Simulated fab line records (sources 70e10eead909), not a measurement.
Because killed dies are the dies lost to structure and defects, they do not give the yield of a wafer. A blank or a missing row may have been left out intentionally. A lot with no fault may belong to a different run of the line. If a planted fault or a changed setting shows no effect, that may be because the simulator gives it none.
fab line records	flow nandHarc
record: lots: 24	wafers: 72	lastDay: 34
route steps=1302 shown P_M1@307 P_M2@329 P_BONDPAD@352
lots with no fault: from the same line, run without faults
startH: hours from the record's opening day to when the first of the lot's shown wafers began	waitH: how many hours have passed since the lot's step before this one	" as in the row above	L1.1+2: a row that stands for several wafers	- no value, or no start was given	* or withheld: withheld	< > ~ a bound
route shown NAME@n: NAME is a module with steps in the file, n the number in the route of the first one	usual: mean/standard deviation of fault-free wafers	same: alike in all rows	chamber/n: place in a boat	sites: the reading at each site	_std_site: standard deviation of those values	_edge_site: the outer-site mean with the inner-site mean subtracted	radiusMm: how far each site lies from the wafer's centre	mask NAME#n: copy n	behind: the most recent tool/chamber to have shaped the wafer	hold: the reason the lot was held/the length of the hold in hours/how it ended	device: the transistor (n, p or np) that didn't switch	end of line: the tests these same wafers got at the end of their route	a step given without rows: its recipe and nothing more	killed: at the first sort, the dies lost to defects and structure; wafer yield is something else	map: per-die view of a wafer (x killed, . not killed, _ where there is no die)
set.NAME: the setting that was run; set.NAME@STEP: the one run at that earlier step	model.NAME: the simulator's own value behind a step, which no gauge read
a sample of lots followed through the steps of the route, with each step as a table and each wafer as a row
services: a tool's chamber out of use, with start hour (startH, from the record's first day; less than 0 if before it), hours out, and reason
== steps ==
step: NHARC_P_M1_PVD_20
recipe: targetThkA: 50	biasV: 168.6	powerW: 15000	chamberPressurePa: 0.12	timeS: 8.06	substrateTempC: 50	material: TaN
usual: chamberPressurePa: 0.12/0.00023	throttleValvePct: 29.3/1.1
lot.wafer	tool	chamber	startH	waitH	chamberPressurePa	throttleValvePct
L074.4	pvdSputter-03	-	-	-	0.1197	27.7
L074.3	"	-	"	"	0.11968	29.0
L074.5	"	-	"	"	0.11989	28.3
L075.3	pvdSputter-01	-	-	-	0.11986	29.2
L075.2	"	-	"	"	0.12024	30.0
L075.5	"	-	"	"	0.11991	29.4
L076.1	pvdSputter-03	-	-	-	0.11994	29.9
L076.2	"	-	"	"	0.11977	28.1
L076.5	"	-	"	"	0.11968	27.5
L077.4	pvdSputter-01	-	-	-	0.11992	30.3
L077.2	"	-	"	"	0.11982	29.1
L077.6	"	-	"	"	0.1197	29.4
L078.4	pvdSputter-03	-	-	-	0.11976	29.9
L078.2	"	-	"	"	0.12028	28.1
L078.1	"	-	"	"	0.11984	28.8
L079.2	pvdSputter-01	-	-	-	0.1198	30.3
L079.6	"	-	"	"	0.12024	29.3
L079.5	"	-	"	"	0.11986	29.3
L080.4	pvdSputter-02	-	-	-	0.12011	29.9
L080.1	"	-	"	"	0.1201	30.6
L080.2	"	-	"	"	0.12016	31.4
L081.4	pvdSputter-03	-	-	-	0.11988	28.7
L081.1	"	-	"	"	0.12012	28.1
L081.2	"	-	"	"	0.11997	29.1
L082.1	pvdSputter-03	-	-	-	0.11993	28.1
L082.5	"	-	"	"	0.12	27.9
L082.6	"	-	"	"	0.12008	28.4
L084.3	pvdSputter-01	-	-	-	0.1198	30.1
L084.1	"	-	"	"	0.11996	30.5
L084.5	"	-	"	"	0.11997	30.3
L083.4	pvdSputter-02	-	-	-	0.11961	27.9
L083.3	"	-	"	"	0.1199	31.2
L083.1	"	-	"	"	0.12044	30.4
L085.3	pvdSputter-02	-	-	-	0.11981	30.1
L085.4	"	-	"	"	0.12003	30.3
L085.5	"	-	"	"	0.11986	29.8
L086.1	pvdSputter-01	-	-	-	0.1199	30.3
L086.6	"	-	"	"	0.11961	28.9
L086.5	"	-	"	"	0.12015	30.0
L088.1	pvdSputter-02	-	-	-	0.12005	27.7
L088.4	"	-	"	"	0.12009	31.2
L088.6	"	-	"	"	0.11996	30.4
L089.2	pvdSputter-03	-	-	-	0.12003	28.3
L089.3	"	-	"	"	0.1203	29.2
L089.6	"	-	"	"	0.12033	27.8
L087.1	pvdSputter-03	-	-	-	0.11965	28.2
L087.4	"	-	"	"	0.11973	29.2
L087.6	"	-	"	"	0.12028	27.7
L090.1	pvdSputter-01	-	-	-	0.11982	30.6
L090.3	"	-	"	"	0.12006	30.0
L090.6	"	-	"	"	0.12002	30.1
L091.3	pvdSputter-03	-	-	-	0.12015	27.7
L091.2	"	-	"	"	0.11987	28.4
L091.1	"	-	"	"	0.12036	28.3
L092.4	pvdSputter-01	-	-	-	0.12007	29.3
L092.3	"	-	"	"	0.11978	29.9
L092.6	"	-	"	"	0.11982	28.9
L093.4	pvdSputter-01	-	-	-	0.12013	29.7
L093.2	"	-	"	"	0.12006	30.5
L093.5	"	-	"	"	0.12012	30.1
L094.1	pvdSputter-02	-	-	-	0.12028	28.3
L094.3	"	-	"	"	0.11993	31.8
L094.4	"	-	"	"	0.11976	29.6
L095.4	pvdSputter-03	-	-	-	0.12023	27.8
L095.3	"	-	"	"	0.11993	29.1
L095.6	"	-	"	"	0.12015	27.5
L096.3	pvdSputter-02	-	-	-	0.12014	29.0
L096.1	"	-	"	"	0.12009	31.0
L096.6	"	-	"	"	0.12012	30.8
L097.1	pvdSputter-01	-	-	-	0.12	28.8
L097.2	"	-	"	"	0.11991	30.3
L097.5	"	-	"	"	0.11979	29.0
step: NHARC_P_M1_PVD_21
recipe: targetThkA: 300	chamberPressurePa: 5	powerW: 5000	substrateTempC: 30	timeS: 20.49	material: Cu
usual: chamberPressurePa: 5.000/0.01	throttleValvePct: 29.4/1.1
lot.wafer	tool	chamber	startH	waitH	chamberPressurePa	throttleValvePct
L074.4	pvdSputter-03	-	-	-	5.026	28.0
L074.3	"	-	"	"	5.015	29.3
L074.5	"	-	"	"	5.005	29.3
L075.2	pvdSputter-01	-	-	-	5.001	29.2
L075.3	"	-	"	"	4.997	30.3
L075.5	"	-	"	"	4.992	30.5
L076.2	pvdSputter-03	-	-	-	5.003	29.7
L076.1	"	-	"	"	5.014	28.0
L076.5	"	-	"	"	4.988	29.2
L077.2	pvdSputter-01	-	-	-	4.989	29.6
L077.4	"	-	"	"	5.000	30.2
L077.6	"	-	"	"	4.996	30.6
L078.4	pvdSputter-03	-	-	-	4.978	27.8
L078.1	"	-	"	"	4.998	29.2
L078.2	"	-	"	"	4.994	27.6
L079.2	pvdSputter-01	-	-	-	4.999	29.7
L079.6	"	-	"	"	5.019	30.2
L079.5	"	-	"	"	5.008	30.4
L080.4	pvdSputter-02	-	-	-	4.999	29.9
L080.2	"	-	"	"	5.011	30.3
L080.1	"	-	"	"	5.006	31.3
L081.1	pvdSputter-03	-	-	-	5.003	28.6
L081.4	"	-	"	"	5.011	28.2
L081.2	"	-	"	"	4.992	29.2
L082.1	pvdSputter-03	-	-	-	5.003	28.2
L082.6	"	-	"	"	4.993	27.8
L082.5	"	-	"	"	5.021	28.7
L084.3	pvdSputter-01	-	-	-	4.995	29.5
L084.1	"	-	"	"	4.987	30.3
L084.5	"	-	"	"	5.011	29.2
L083.3	pvdSputter-02	-	-	-	5.009	29.9
L083.4	"	-	"	"	5.001	30.4
L083.1	"	-	"	"	5.015	27.7
L085.3	pvdSputter-02	-	-	-	4.980	30.2
L085.4	"	-	"	"	4.996	27.7
L085.5	"	-	"	"	4.989	30.0
L086.1	pvdSputter-01	-	-	-	4.998	30.4
L086.6	"	-	"	"	5.006	30.1
L086.5	"	-	"	"	5.015	29.2
L088.4	pvdSputter-02	-	-	-	5.001	29.8
L088.1	"	-	"	"	4.990	31.2
L088.6	"	-	"	"	4.986	30.1
L089.3	pvdSputter-03	-	-	-	5.000	27.8
L089.2	"	-	"	"	5.007	28.7
L089.6	"	-	"	"	4.994	28.0
L087.4	pvdSputter-03	-	-	-	4.998	29.0
L087.1	"	-	"	"	4.999	28.1
L087.6	"	-	"	"	5.003	29.2
L090.1	pvdSputter-01	-	-	-	5.001	30.6
L090.3	"	-	"	"	4.995	30.0
L090.6	"	-	"	"	4.982	30.0
L091.3	pvdSputter-03	-	-	-	5.003	28.6
L091.1	"	-	"	"	5.008	28.2
L091.2	"	-	"	"	5.017	29.1
L092.4	pvdSputter-01	-	-	-	5.003	29.8
L092.3	"	-	"	"	5.007	30.9
L092.6	"	-	"	"	5.011	30.0
L093.2	pvdSputter-01	-	-	-	5.002	30.5
L093.4	"	-	"	"	4.993	30.5
L093.5	"	-	"	"	5.009	30.7
L094.3	pvdSputter-02	-	-	-	5.017	30.9
L094.1	"	-	"	"	4.998	28.0
L094.4	"	-	"	"	5.004	29.4
L095.3	pvdSputter-03	-	-	-	5.018	28.3
L095.4	"	-	"	"	5.005	29.1
L095.6	"	-	"	"	5.005	28.0
L096.1	pvdSputter-02	-	-	-	4.990	28.3
L096.3	"	-	"	"	4.996	31.9
L096.6	"	-	"	"	4.992	29.3
L097.2	pvdSputter-01	-	-	-	4.991	30.3
L097.1	"	-	"	"	5.004	29.9
L097.5	"	-	"	"	5.004	30.3
step: NHARC_P_M2_OVL_MEAS_10
recipe: pitchNm: 340
usual: overlayXNm: -0.2/0.7	overlayYNm: 0.0/0.9
lot.wafer	tool	chamber	startH	waitH	overlayXNm	overlayYNm
L074.3	overlay-01	-	143.23	-	-1.3	1.5
L074.4	"	-	"	"	-1.5	1.8
L074.5	"	-	"	"	-0.7	1.7
L075.2	overlay-01	-	145.12	-	-1.4	-1.3
L075.3	"	-	"	"	-1.5	-1.7
L075.5	"	-	"	"	-1.7	-1.4
L076.1	overlay-02	-	145.42	-	0.0	-1.6
L076.2	"	-	"	"	-0.1	-1.4
L076.5	"	-	"	"	-0.1	-2.0
L077.2	overlay-02	-	159.86	-	0.4	-0.7
L077.4	"	-	"	"	1.0	-0.1
L077.6	"	-	"	"	0.7	-0.3
L078.1	overlay-02	-	169.70	-	-0.1	1.1
L078.2	"	-	"	"	-0.5	1.2
L078.4	"	-	"	"	-0.2	1.6
L079.2	overlay-01	-	184.30	-	-1.3	0.6
L079.5	"	-	"	"	-0.7	0.0
L079.6	"	-	"	"	-0.8	0.4
L080.1	overlay-01	-	187.59	-	-0.4	-1.3
L080.2	"	-	"	"	-0.2	-0.7
L080.4	"	-	"	"	-0.5	-0.9
L081.1	overlay-02	-	207.84	-	-0.7	0.6
L081.2	"	-	"	"	-0.6	0.7
L081.4	"	-	"	"	-0.5	0.4
L082.1	overlay-02	-	216.34	-	-1.4	-0.7
L082.5	"	-	"	"	-0.9	-0.1
L082.6	"	-	"	"	-1.8	0.6
L084.1	overlay-02	-	220.85	-	0.2	0.4
L084.3	"	-	"	"	0.6	-0.2
L084.5	"	-	"	"	0.2	0.0
L083.1	overlay-01	-	221.53	-	0.1	0.2
L083.3	"	-	"	"	0.1	-0.3
L083.4	"	-	"	"	-0.5	0.2
L085.3	overlay-02	-	237.20	-	-1.5	-0.8
L085.4	"	-	"	"	-0.4	-0.2
L085.5	"	-	"	"	-0.6	-1.5
L086.1	overlay-02	-	246.56	-	0.6	0.2
L086.5	"	-	"	"	0.6	0.4
L086.6	"	-	"	"	0.2	0.1
L088.1	overlay-01	-	273.37	-	0.4	-0.9
L088.4	"	-	"	"	-0.2	-0.4
L088.6	"	-	"	"	-0.4	-0.2
L089.2	overlay-02	-	274.56	-	-0.3	0.3
L089.3	"	-	"	"	-0.8	0.7
L089.6	"	-	"	"	-0.8	0.1
L087.1	overlay-02	-	276.19	-	0.7	0.1
L087.4	"	-	"	"	0.1	0.1
L087.6	"	-	"	"	0.7	0.4
L090.1	overlay-01	-	289.25	-	-0.2	0.7
L090.3	"	-	"	"	0.0	1.0
L090.6	"	-	"	"	-0.1	0.7
L091.1	overlay-02	-	296.37	-	-0.3	0.3
L091.2	"	-	"	"	-0.6	0.1
L091.3	"	-	"	"	-0.7	-0.1
L092.3	overlay-02	-	309.00	-	-1.0	0.6
L092.4	"	-	"	"	-0.9	0.4
L092.6	"	-	"	"	-1.0	0.1
L093.2	overlay-02	-	314.82	-	0.5	0.6
L093.4	"	-	"	"	0.5	0.5
L093.5	"	-	"	"	0.3	0.1
L094.1	overlay-01	-	327.78	-	0.9	1.1
L094.3	"	-	"	"	0.9	0.6
L094.4	"	-	"	"	0.8	0.8
L095.3	overlay-02	-	342.12	-	0.0	-0.3
L095.4	"	-	"	"	-0.1	-0.3
L095.6	"	-	"	"	1.0	0.2
L096.1	overlay-02	-	347.65	-	0.0	-1.6
L096.3	"	-	"	"	0.8	-1.7
L096.6	"	-	"	"	0.6	-1.1
L097.1	overlay-01	-	355.95	-	-0.1	0.8
L097.2	"	-	"	"	-0.4	0.6
L097.5	"	-	"	"	-0.4	0.7
step: NHARC_P_BONDPAD_CMP_32
recipe: targetThkNm: 200	material: SiCN
usual: edgeZonePressureFrac: 1.000/0.0048	motorCurrentA: 11.8/0.96	slurryFlowMlMin: 150.0/0.54
lot.wafer	tool	chamber	startH	waitH	edgeZonePressureFrac	motorCurrentA	slurryFlowMlMin
L074.3	cmp-04	3	146.94	-	0.999	11.9	150.1
L074.4	"	0	"	"	1.005	12.6	150.4
L074.5	"	0	"	"	0.996	12.1	150.1
L075.2	cmp-04	2	148.85	-	0.993	11.1	149.4
L075.3	"	3	"	"	1.004	12.8	149.8
L075.5	"	2	"	"	0.993	11.2	149.3
L076.2	cmp-02	1	149.18	-	1.003	12.0	150.6
L076.1	"	2	"	"	1.002	10.5	149.0
L076.5	"	2	"	"	0.999	10.9	149.1
L077.4	cmp-04	2	163.64	0.3	1.002	11.4	151.1
L077.2	"	1	"	"	1.003	10.7	149.4
L077.6	"	3	"	"	0.994	12.4	150.4
L078.2	cmp-01	1	173.34	-	1.005	11.9	148.7
L078.4	"	3	"	"	0.992	10.1	150.4
L078.1	"	0	"	"	0.994	13.9	150.1
L079.2	cmp-04	0	188.02	-	0.996	11.8	149.2
L079.5	"	1	"	"	0.997	10.6	149.2
L079.6	"	2	"	"	1.003	11.1	150.1
L080.2	cmp-02	1	191.37	-	1.001	12.5	150.0
L080.1	"	2	"	"	0.998	10.1	149.7
L080.4	"	3	"	"	0.998	12.6	150.1
L081.2	cmp-02	3	211.48	-	0.997	12.8	150.7
L081.1	"	1	"	"	1.003	11.7	150.5
L081.4	"	2	"	"	0.998	10.2	150.2
L082.1	cmp-01	1	220.00	-	0.993	12.3	150.7
L082.5	"	0	"	"	0.995	13.7	149.7
L082.6	"	1	"	"	0.994	12.2	150.0
L084.3	cmp-01	1	224.63	-	1.007	12.6	149.8
L084.1	"	2	"	"	1.001	11.6	150.7
L084.5	"	0	"	"	1.001	14.4	150.2
L083.3	cmp-04	3	225.26	-	0.996	12.0	151.0
L083.1	"	0	"	"	1.001	12.3	150.8
L083.4	"	1	"	"	1.005	10.8	149.7
L085.4	cmp-04	1	241.02	-	1.000	11.0	149.7
L085.3	"	2	"	"	0.998	11.0	150.5
L085.5	"	0	"	"	1.005	12.3	149.2
L086.1	cmp-02	1	250.20	-	1.000	12.0	150.3
L086.5	"	1	"	"	0.992	12.4	149.3
L086.6	"	2	"	"	0.998	10.3	149.9
L088.1	cmp-01	3	277.05	-	1.000	10.4	149.3
L088.4	"	1	"	"	1.013	12.3	151.3
L088.6	"	3	"	"	1.003	10.1	149.7
L089.3	cmp-01	0	278.18	-	1.007	12.9	149.3
L089.2	"	1	"	"	1.007	12.6	149.1
L089.6	"	0	"	"	1.012	13.8	150.1
L087.4	cmp-01	1	279.80	-	1.000	12.6	150.0
L087.1	"	0	"	"	0.996	13.3	149.6
L087.6	"	2	"	"	1.000	12.6	149.4
L090.3	cmp-02	2	292.89	-	1.001	10.5	149.7
L090.1	"	1	"	"	1.004	12.2	150.4
L090.6	"	2	"	"	0.995	10.3	149.2
L091.3	cmp-01	3	300.01	-	1.007	10.2	150.0
L091.1	"	0	"	"	0.996	13.8	150.1
L091.2	"	1	"	"	1.001	13.0	149.4
L092.3	cmp-04	0	312.65	-	1.004	12.3	149.6
L092.4	"	1	"	"	0.999	10.9	150.4
L092.6	"	0	"	"	0.996	11.8	150.0
L093.4	cmp-02	1	318.79	0.3	1.012	12.0	150.6
L093.2	"	3	"	"	1.004	12.2	149.7
L093.5	"	1	"	"	1.001	12.3	149.8
L094.3	cmp-04	1	331.42	-	0.998	11.5	150.3
L094.1	"	2	"	"	0.999	11.3	150.4
L094.4	"	0	"	"	1.000	12.7	149.2
L095.4	cmp-04	0	345.90	0.3	1.002	13.2	149.7
L095.3	"	1	"	"	0.999	11.0	149.3
L095.6	"	0	"	"	0.996	13.5	149.9
L096.1	cmp-04	0	351.83	-	1.002	12.8	149.8
L096.3	"	2	"	"	1.006	11.5	150.2
L096.6	"	0	"	"	1.006	11.8	149.9
L097.2	cmp-02	0	359.75	-	1.005	12.5	150.3
L097.1	"	1	"	"	0.991	13.1	151.4
L097.5	"	3	"	"	1.002	12.4	149.2
step: NHARC_P_BONDPAD_CD_MEAS_09
recipe: targetCdNm: 500	landingEnergyEv: 500
usual: cdNm: 501.1/2.1
same: landingEnergyEv: 500
lot.wafer	tool	chamber	startH	waitH	cdNm
L074.3	cdSem-02	0	147.78	-	501.1
L074.4	"	0	"	"	502.5
L074.5	"	0	"	"	501.2
L075.2	cdSem-03	0	149.64	-	498.1
L075.3	"	0	"	"	499.9
L075.5	"	0	"	"	500.7
L076.1	cdSem-03	0	150.00	-	503.8
L076.2	"	0	"	"	504.1
L076.5	"	0	"	"	500.5
L077.2	cdSem-01	0	164.47	-	503.3
L077.4	"	0	"	"	500.2
L077.6	"	0	"	"	502.2
L078.1	cdSem-02	0	174.15	-	499.8
L078.2	"	0	"	"	498.1
L078.4	"	0	"	"	504.3
L079.2	cdSem-02	0	188.64	-	498.8
L079.5	"	0	"	"	499.1
L079.6	"	0	"	"	500.7
L080.1	cdSem-01	0	192.19	-	499.3
L080.2	"	0	"	"	497.2
L080.4	"	0	"	"	499.5
L081.1	cdSem-02	0	212.29	-	501.4
L081.2	"	0	"	"	499.9
L081.4	"	0	"	"	501.2
L082.1	cdSem-02	0	220.80	-	501.7
L082.5	"	0	"	"	503.6
L082.6	"	0	"	"	502.4
L084.1	cdSem-02	0	225.42	-	499.5
L084.3	"	0	"	"	503.2
L084.5	"	0	"	"	502.6
L083.1	cdSem-02	0	225.92	-	502.3
L083.3	"	0	"	"	500.6
L083.4	"	0	"	"	501.6
L085.3	cdSem-01	0	241.79	-	502.5
L085.4	"	0	"	"	503.5
L085.5	"	0	"	"	500.9
L086.1	cdSem-02	0	251.02	-	500.9
L086.5	"	0	"	"	499.2
L086.6	"	0	"	"	497.9
L088.1	cdSem-03	0	277.84	-	499.7
L088.4	"	0	"	"	498.0
L088.6	"	0	"	"	501.3
L089.2	cdSem-01	0	279.00	-	501.6
L089.3	"	0	"	"	502.2
L089.6	"	0	"	"	499.4
L087.1	cdSem-01	0	280.61	-	505.6
L087.4	"	0	"	"	500.7
L087.6	"	0	"	"	499.2
L090.1	cdSem-03	0	293.71	-	500.1
L090.3	"	0	"	"	499.4
L090.6	"	0	"	"	500.8
L091.1	cdSem-01	0	300.70	-	501.6
L091.2	"	0	"	"	501.9
L091.3	"	0	"	"	500.1
L092.3	cdSem-03	0	313.44	-	503.0
L092.4	"	0	"	"	504.5
L092.6	"	0	"	"	501.5
L093.2	cdSem-03	0	319.49	-	500.8
L093.4	"	0	"	"	499.1
L093.5	"	0	"	"	501.8
L094.1	cdSem-01	0	332.12	-	503.8
L094.3	"	0	"	"	501.6
L094.4	"	0	"	"	501.3
L095.3	cdSem-01	0	346.59	-	500.7
L095.4	"	0	"	"	502.3
L095.6	"	0	"	"	503.8
L096.1	cdSem-01	0	352.52	-	502.7
L096.3	"	0	"	"	502.5
L096.6	"	0	"	"	501.0
L097.1	cdSem-02	0	360.54	-	496.8
L097.2	"	0	"	"	497.1
L097.5	"	0	"	"	498.0
step: NHARC_P_BONDPAD_DESCUM_11
recipe: timeS: 3	o2FlowSccm: 200	arFlowSccm: 0	biasPowerW: 0	chemistry: O2
usual: drypumpMotorCurrentA: 5.5/0.44	mfcArSccm: 0.005/0.0055	oesProductAu: 1.004/0.0095	rfVppV: 58.0/0.81	showerheadPlenumPTorr: 1.96/0.091	throttleValvePct: 11.311/0.0091
lot.wafer	tool	chamber	startH	waitH	drypumpMotorCurrentA	mfcArSccm	oesProductAu	rfHoursCounterH	rfVppV	showerheadPlenumPTorr	throttleValvePct
L074.4	rieDiel-13	0	148.00	-	6.3	0.006	1.009	7	58.2	2.02	11.309
L074.3	"	2	"	"	4.9	0.005	0.999	7	58.6	2.04	11.309
L074.5	"	3	"	"	5.7	0.005	1.007	-	57.2	1.78	11.309
L075.2	rieDiel-02	0	149.85	-	5.5	0	0.996	2	57.5	1.94	11.305
L075.3	"	1	"	"	5.3	0	0.995	2	59.0	2.05	11.316
L075.5	"	1	"	"	5.3	0	0.996	-	58.5	2.05	11.313
L076.1	rieDiel-13	1	150.23	-	4.9	0	0.991	7	56.8	1.95	11.318
L076.2	"	2	"	"	5.0	0.005	0.987	7	57.5	2.04	11.295
L076.5	"	0	"	"	6.3	0.006	0.999	-	58.7	2.02	11.312
L077.2	rieDiel-02	3	164.68	-	5.8	0.020	0.998	3	57.4	1.89	11.325
L077.4	"	2	"	"	5.6	0.003	1.006	3	57.5	2.00	11.322
L077.6	"	0	"	"	5.5	0	0.997	-	57.2	1.94	11.302
L078.1	rieDiel-13	1	174.37	-	4.9	0	1.011	0	58.1	1.95	11.313
L078.4	"	2	"	"	5.0	0.005	1.012	0	58.6	2.04	11.321
L078.2	"	3	"	"	5.7	0.005	1.013	0	56.9	1.78	11.325
L079.2	rieDiel-02	0	188.88	-	5.5	0	1.001	4	58.7	1.94	11.310
L079.6	"	1	"	"	5.3	0	0.999	-	57.6	2.05	11.314
L079.5	"	2	"	"	5.6	0.003	1.016	-	59.2	2.00	11.323
L080.4	rieDiel-13	2	192.41	-	4.9	0.005	1.000	1	59.1	2.04	11.300
L080.1	"	3	"	"	5.7	0.005	1.009	1	58.8	1.78	11.290
L080.2	"	0	"	"	6.3	0.006	0.987	1	57.4	2.02	11.320
L081.2	rieDiel-13	2	212.51	-	4.9	0.005	1.003	2	58.7	2.04	11.306
L081.4	"	3	"	"	5.7	0.005	1.017	2	57.8	1.78	11.322
L081.1	"	1	"	"	5.0	0	1.036	2	58.3	1.95	11.323
L082.1	rieDiel-13	2	221.02	-	5.0	0.005	1.006	3	58.0	2.04	11.298
L082.5	"	1	"	"	4.9	0	1.030	-	58.6	1.95	11.308
L082.6	"	2	"	"	5.0	0.005	1.010	-	57.0	2.04	11.313
L084.3	rieDiel-05	0	225.64	-	5.8	0.011	1.019	9	58.1	1.96	11.296
L084.1	"	1	"	"	5.3	0	0.994	7	58.8	2.02	11.305
L084.5	"	0	"	"	5.8	0.011	1.010	-	57.9	1.96	11.302
L083.3	rieDiel-05	2	226.14	-	5.5	0	0.994	10	59.5	2.03	11.308
L083.1	"	0	"	"	5.8	0.011	1.002	9	57.5	1.96	11.303
L083.4	"	1	"	"	5.3	0	1.001	7	57.8	2.02	11.307
L085.3	rieDiel-02	0	242.01	-	5.5	0	1.007	0	57.2	1.94	11.320
L085.4	"	1	"	"	5.3	0	0.997	0	58.9	2.05	11.308
L085.5	"	3	"	"	5.8	0.020	1.014	-	57.5	1.89	11.310
L086.1	rieDiel-02	2	251.26	-	5.6	0.003	0.991	0	58.8	2.00	11.315
L086.6	"	1	"	"	5.3	0	1.005	-	58.2	2.05	11.303
L086.5	"	2	"	"	5.6	0.003	0.993	-	57.8	2.00	11.330
L088.1	rieDiel-02	2	278.05	-	5.6	0.003	1.007	1	57.1	2.00	11.308
L088.6	"	3	"	"	5.8	0.020	1.008	-	57.4	1.89	11.321
L088.4	"	1	"	"	5.3	0	1.001	-	58.6	2.05	11.309
L089.3	rieDiel-05	3	279.22	-	6.1	0.013	1.001	3	57.9	1.83	11.319
L089.2	"	0	"	"	5.8	0.011	1.009	3	57.7	1.96	11.306
L089.6	"	2	"	"	5.5	0	1.004	-	58.2	2.03	11.305
L087.4	rieDiel-02	1	280.83	-	5.3	0	1.001	1	58.1	2.05	11.315
L087.1	"	2	"	"	5.6	0.003	0.999	1	57.8	2.00	11.324
L087.6	"	0	"	"	5.5	0	0.980	-	58.1	1.94	11.308
L090.1	rieDiel-13	3	293.94	-	5.7	0.005	1.016	7	59.5	1.78	11.314
L090.3	"	0	"	"	6.3	0.006	0.988	6	58.1	2.02	11.326
L090.6	"	3	"	"	5.7	0.005	1.012	-	56.1	1.78	11.297
L091.3	rieDiel-13	2	300.91	-	5.0	0.005	1.015	8	57.3	2.04	11.307
L091.1	"	3	"	"	5.7	0.005	1.014	8	55.8	1.78	11.308
L091.2	"	0	"	"	6.3	0.006	0.994	7	58.8	2.02	11.320
L092.4	rieDiel-13	0	313.65	-	6.3	0.006	0.991	7	57.9	2.02	11.300
L092.3	"	2	"	"	5.0	0.005	1.007	8	59.6	2.04	11.323
L092.6	"	0	"	"	6.3	0.006	0.995	-	58.9	2.02	11.301
L093.4	rieDiel-13	0	319.70	-	6.3	0.006	0.997	7	59.1	2.02	11.313
L093.2	"	1	"	"	4.9	0	1.013	8	58.6	1.94	11.311
L093.5	"	3	"	"	5.7	0.005	0.995	-	56.2	1.78	11.325
L094.1	rieDiel-13	3	332.33	-	5.7	0.005	1.002	8	57.9	1.78	11.326
L094.4	"	1	"	"	4.9	0	1.020	8	57.9	1.94	11.310
L094.3	"	2	"	"	5.0	0.005	1.008	9	58.3	2.04	11.298
L095.4	rieDiel-05	0	346.80	-	5.8	0.011	1.008	7	57.4	1.96	11.306
L095.3	"	1	"	"	5.3	0	1.008	9	58.4	2.02	11.295
L095.6	"	0	"	"	5.8	0.011	0.999	-	58.3	1.96	11.318
L096.1	rieDiel-13	1	352.74	-	4.9	0	1.013	0	57.3	1.94	11.308
L096.3	"	2	"	"	4.9	0.005	1.007	0	58.5	2.04	11.311
L096.6	"	1	"	"	4.9	0	1.010	-	57.8	1.94	11.310
L097.1	rieDiel-05	2	360.76	-	5.5	0	1.001	10	59.3	2.03	11.324
L097.2	"	1	"	"	5.4	0	1.011	10	57.7	2.01	11.319
L097.5	"	2	"	"	5.5	0	0.989	-	57.8	2.03	11.312
== services ==
tool	chamber	startH	hours	kind
cmp-01	-	122.67	3.5	repair
cmp-02	-	143.70	4.0	pm
cmp-02	-	164.04	0.3	repair
rieDiel-13	-	165.00	9.0	pm
pvdSputter-03	-	170.00	10.0	pm
cmp-02	-	180.32	0.3	repair
rieDiel-02	0	182.37	3.2	repair
cmp-01	-	185.53	4.0	pm
rieDiel-02	1	197.21	3.1	repair
cmp-04	-	209.00	4.0	pm
rieDiel-02	-	216.70	9.0	pm
pvdSputter-01	-	226.05	10.0	pm
rieDiel-13	3	233.29	6.7	repair
cmp-01	-	234.24	0.3	repair
pvdSputter-02	-	249.50	0.5	repair
cmp-04	-	263.36	1.0	repair
pvdSputter-02	-	282.01	10.0	pm
cmp-04	-	307.00	4.0	pm
pvdSputter-03	-	319.87	3.3	repair
pvdSputter-01	-	322.07	2.3	repair
rieDiel-13	3	334.00	19.6	repair
rieDiel-13	-	342.00	9.0	pm
pvdSputter-03	-	348.00	10.0	pm
rieDiel-13	3	354.44	5.2	repair
== key ==
fault none
